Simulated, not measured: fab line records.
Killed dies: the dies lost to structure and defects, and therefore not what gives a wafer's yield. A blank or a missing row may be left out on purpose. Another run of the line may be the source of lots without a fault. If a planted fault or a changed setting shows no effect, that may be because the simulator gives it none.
Chamber matching ; flow nand_harc ; 4 sister chambers for NHARC_P_M1_STRIP_18 on rie_diel-09
The step strips in N2/H2. 4 wafers are shown with their chamber, then 8 later ones without.

WAFERS PAIRED WITH THEIR CHAMBERS
wafer;chamber;drypump_motor_current_A (A)
L637.1;2;5.7
L637.3;1;5.2
L637.4;0;6.4
L639.1;3;6.0

WAFERS WITH NO CHAMBER GIVEN
wafer;drypump_motor_current_A (A)
L639.2;5.2
L639.5;5.1
L645.1;5.2
L645.3;5.7
L645.4;6.0
L647.2;6.4
L647.3;5.7
L647.4;6.0

WHICH CHAMBER EACH ONE RAN IN
wafer;from the rows above;in truth
L639.2;1;1
L639.5;1;1
L645.1;1;1
L645.3;2;2
L645.4;3;3
L647.2;0;0
L647.3;2;2
L647.4;3;3
8 of 8 placed correctly. From these rows, 0 cannot be placed. Wrongly placed: 0.
How it was worked out, from the rows above alone: a wafer's distance from a chamber is the root of the sum, over the readings, of the square of ((its reading less the chamber's mean) divided by the reading's scatter). If the next closest chamber is less than 2 further off than the closest, the wafer can't be placed; otherwise it belongs to the closest. A chamber's mean is the mean of its shown wafers. The scatter: with one shown wafer a chamber, the root of the mean of the squares of how far each hidden wafer lies from its nearest shown one.
